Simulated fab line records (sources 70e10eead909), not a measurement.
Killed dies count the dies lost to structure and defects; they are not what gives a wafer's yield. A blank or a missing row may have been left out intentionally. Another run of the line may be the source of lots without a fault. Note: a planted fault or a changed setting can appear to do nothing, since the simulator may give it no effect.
The tool behind it: which one? || flow nandHarc || Sampling: 24 lots, 72 wafers, 2 of 1302 route steps

WHAT EACH GAUGE READ, for each wafer
NHARC_P_M0_THK_MEAS_24: measures by xrf.
{"lot": "L074", "measured": "day 6 13:25", "on": "filmMetro-02", "thkNm (nm)": "116.9 117.1 119.0"}
{"lot": "L075", "measured": "day 6 15:46", "on": "filmMetro-02", "thkNm (nm)": "119.2 117.0 117.3"}
{"lot": "L076", "measured": "day 6 23:35", "on": "filmMetro-01", "thkNm (nm)": "118.3 116.9 118.6"}
{"lot": "L077", "measured": "day 7 08:23", "on": "filmMetro-02", "thkNm (nm)": "118.0 117.1 116.9"}
{"lot": "L078", "measured": "day 7 18:06", "on": "filmMetro-02", "thkNm (nm)": "117.4 118.2 121.4"}
{"lot": "L079", "measured": "day 8 13:59", "on": "filmMetro-02", "thkNm (nm)": "117.1 118.3 118.2"}
{"lot": "L080", "measured": "day 8 17:53", "on": "filmMetro-01", "thkNm (nm)": "120.3 117.6 117.8"}
{"lot": "L081", "measured": "day 9 00:40", "on": "filmMetro-01", "thkNm (nm)": "113.1 117.2 114.9"}
{"lot": "L082", "measured": "day 9 16:43", "on": "filmMetro-01", "thkNm (nm)": "118.5 117.4 114.9"}
{"lot": "L083", "measured": "day 10 01:58", "on": "filmMetro-01", "thkNm (nm)": "117.1 118.1 118.9"}
{"lot": "L084", "measured": "day 10 12:08", "on": "filmMetro-01", "thkNm (nm)": "116.7 118.7 120.0"}
{"lot": "L085", "measured": "day 10 18:40", "on": "filmMetro-02", "thkNm (nm)": "118.3 121.2 117.4"}
{"lot": "L086", "measured": "day 11 00:29", "on": "filmMetro-01", "thkNm (nm)": "116.0 119.1 120.8"}
{"lot": "L087", "measured": "day 11 11:43", "on": "filmMetro-01", "thkNm (nm)": "118.0 119.1 115.4"}
{"lot": "L088", "measured": "day 12 05:07", "on": "filmMetro-02", "thkNm (nm)": "116.6 119.2 115.3"}
{"lot": "L089", "measured": "day 12 17:14", "on": "filmMetro-01", "thkNm (nm)": "120.4 121.6 117.0"}
{"lot": "L090", "measured": "day 13 00:40", "on": "filmMetro-02", "thkNm (nm)": "118.6 117.6 117.9"}
{"lot": "L091", "measured": "day 13 04:35", "on": "filmMetro-02", "thkNm (nm)": "119.8 115.7 118.4"}
{"lot": "L092", "measured": "day 13 16:13", "on": "filmMetro-01", "thkNm (nm)": "121.4 118.7 117.0"}
{"lot": "L093", "measured": "day 14 02:13", "on": "filmMetro-02", "thkNm (nm)": "117.1 117.8 119.2"}
{"lot": "L094", "measured": "day 14 10:07", "on": "filmMetro-02", "thkNm (nm)": "116.8 116.9 116.9"}
{"lot": "L095", "measured": "day 14 19:22", "on": "filmMetro-01", "thkNm (nm)": "116.1 114.2 115.7"}
{"lot": "L096", "measured": "day 15 05:52", "on": "filmMetro-02", "thkNm (nm)": "117.8 119.7 118.2"}
{"lot": "L097", "measured": "day 15 19:46", "on": "filmMetro-02", "thkNm (nm)": "117.5 116.8 115.9"}

TOOL THAT RAN EACH LOT (tool first, then ch and the chambers of the sampled wafers, then the start)
{"lot": "L074", "NHARC_P_M0_PVD_20": "pvdSputter-01, day 6 13:25 or earlier"}
{"lot": "L075", "NHARC_P_M0_PVD_20": "pvdSputter-03, day 6 15:46 or earlier"}
{"lot": "L076", "NHARC_P_M0_PVD_20": "pvdSputter-03, day 6 23:35 or earlier"}
{"lot": "L077", "NHARC_P_M0_PVD_20": "pvdSputter-03, day 7 08:23 or earlier"}
{"lot": "L078", "NHARC_P_M0_PVD_20": "pvdSputter-02, day 7 18:06 or earlier"}
{"lot": "L079", "NHARC_P_M0_PVD_20": "pvdSputter-03, day 8 13:59 or earlier"}
{"lot": "L080", "NHARC_P_M0_PVD_20": "pvdSputter-02, day 8 17:53 or earlier"}
{"lot": "L081", "NHARC_P_M0_PVD_20": "pvdSputter-02, day 9 00:40 or earlier"}
{"lot": "L082", "NHARC_P_M0_PVD_20": "pvdSputter-03, day 9 16:43 or earlier"}
{"lot": "L083", "NHARC_P_M0_PVD_20": "pvdSputter-01, day 10 01:58 or earlier"}
{"lot": "L084", "NHARC_P_M0_PVD_20": "pvdSputter-02, day 10 12:08 or earlier"}
{"lot": "L085", "NHARC_P_M0_PVD_20": "pvdSputter-03, day 10 18:40 or earlier"}
{"lot": "L086", "NHARC_P_M0_PVD_20": "pvdSputter-03, day 11 00:29 or earlier"}
{"lot": "L087", "NHARC_P_M0_PVD_20": "pvdSputter-01, day 11 11:43 or earlier"}
{"lot": "L088", "NHARC_P_M0_PVD_20": "pvdSputter-02, day 12 05:07 or earlier"}
{"lot": "L089", "NHARC_P_M0_PVD_20": "pvdSputter-01, day 12 17:14 or earlier"}
{"lot": "L090", "NHARC_P_M0_PVD_20": "pvdSputter-01, day 13 00:40 or earlier"}
{"lot": "L091", "NHARC_P_M0_PVD_20": "pvdSputter-01, day 13 04:35 or earlier"}
{"lot": "L092", "NHARC_P_M0_PVD_20": "pvdSputter-03, day 13 16:13 or earlier"}
{"lot": "L093", "NHARC_P_M0_PVD_20": "pvdSputter-03, day 14 02:13 or earlier"}
{"lot": "L094", "NHARC_P_M0_PVD_20": "pvdSputter-03, day 14 10:07 or earlier"}
{"lot": "L095", "NHARC_P_M0_PVD_20": "pvdSputter-02, day 14 19:22 or earlier"}
{"lot": "L096", "NHARC_P_M0_PVD_20": "pvdSputter-01, day 15 05:52 or earlier"}
{"lot": "L097", "NHARC_P_M0_PVD_20": "pvdSputter-02, day 15 19:46 or earlier"}
- NHARC_P_M0_PVD_20: deposits TaN, target thk 5 nm, time 8.06 s.

AS READ BY THE TOOLS THEMSELVES (means over the sampled wafers that have a number; for cases with no such wafer, the mark the record gives instead)
NHARC_P_M0_PVD_20.
{"lot": "L074", "tool": "pvdSputter-01", "cathodeDcPowerW (W)": 15000, "throttleValvePct (%)": 28.9}
{"lot": "L075", "tool": "pvdSputter-03", "cathodeDcPowerW (W)": 14999, "throttleValvePct (%)": 30.7}
{"lot": "L076", "tool": "pvdSputter-03", "cathodeDcPowerW (W)": 15001, "throttleValvePct (%)": 30.6}
{"lot": "L077", "tool": "pvdSputter-03", "cathodeDcPowerW (W)": 15001, "throttleValvePct (%)": 29.8}
{"lot": "L078", "tool": "pvdSputter-02", "cathodeDcPowerW (W)": 15000, "throttleValvePct (%)": 30.4}
{"lot": "L079", "tool": "pvdSputter-03", "cathodeDcPowerW (W)": 14998, "throttleValvePct (%)": 29.6}
{"lot": "L080", "tool": "pvdSputter-02", "cathodeDcPowerW (W)": 14998, "throttleValvePct (%)": 30.9}
{"lot": "L081", "tool": "pvdSputter-02", "cathodeDcPowerW (W)": 15002, "throttleValvePct (%)": 30.9}
{"lot": "L082", "tool": "pvdSputter-03", "cathodeDcPowerW (W)": 14998, "throttleValvePct (%)": 30.0}
{"lot": "L083", "tool": "pvdSputter-01", "cathodeDcPowerW (W)": 15002, "throttleValvePct (%)": 29.9}
{"lot": "L084", "tool": "pvdSputter-02", "cathodeDcPowerW (W)": 15000, "throttleValvePct (%)": 30.7}
{"lot": "L085", "tool": "pvdSputter-03", "cathodeDcPowerW (W)": 14997, "throttleValvePct (%)": 29.8}
{"lot": "L086", "tool": "pvdSputter-03", "cathodeDcPowerW (W)": 15003, "throttleValvePct (%)": 30.1}
{"lot": "L087", "tool": "pvdSputter-01", "cathodeDcPowerW (W)": 14999, "throttleValvePct (%)": 30.4}
{"lot": "L088", "tool": "pvdSputter-02", "cathodeDcPowerW (W)": 15003, "throttleValvePct (%)": 32.1}
{"lot": "L089", "tool": "pvdSputter-01", "cathodeDcPowerW (W)": 15001, "throttleValvePct (%)": 30.2}
{"lot": "L090", "tool": "pvdSputter-01", "cathodeDcPowerW (W)": 14998, "throttleValvePct (%)": 29.8}
{"lot": "L091", "tool": "pvdSputter-01", "cathodeDcPowerW (W)": 15000, "throttleValvePct (%)": 29.8}
{"lot": "L092", "tool": "pvdSputter-03", "cathodeDcPowerW (W)": 15000, "throttleValvePct (%)": 29.5}
{"lot": "L093", "tool": "pvdSputter-03", "cathodeDcPowerW (W)": 14998, "throttleValvePct (%)": 29.4}
{"lot": "L094", "tool": "pvdSputter-03", "cathodeDcPowerW (W)": 15000, "throttleValvePct (%)": 29.3}
{"lot": "L095", "tool": "pvdSputter-02", "cathodeDcPowerW (W)": 14999, "throttleValvePct (%)": 30.7}
{"lot": "L096", "tool": "pvdSputter-01", "cathodeDcPowerW (W)": 15002, "throttleValvePct (%)": 29.9}
{"lot": "L097", "tool": "pvdSputter-02", "cathodeDcPowerW (W)": 15001, "throttleValvePct (%)": 31.5}

THE ANSWER, worked out from the rows above alone
Rule: what is usual is taken from the lots themselves. The widest of any qualifying gaps counts: lots, ordered by their means at a reading, are off when they make up no more than a third of the lots, leave a main group of 4 or more, and stand apart from it by 3 or more times the standard deviation of that group's means. If all means in a main group match to the digits the tables above print for the reading, that group is not used. Also off: a lot with no number at a reading for which 4 or more lots have one. The other lots that the step has rows for count as sound. The gauges are gone through in route order, then the tools' own readings, and for those a lot's mean is taken as printed above. The first step at which some lot is off is used, and at that step the reading that is off furthest; a lot without a number counts as furthest.
No lot is off on any of the readings shown, so nothing can be concluded from this.

WHAT THE SIMULATOR HAD PUT IN
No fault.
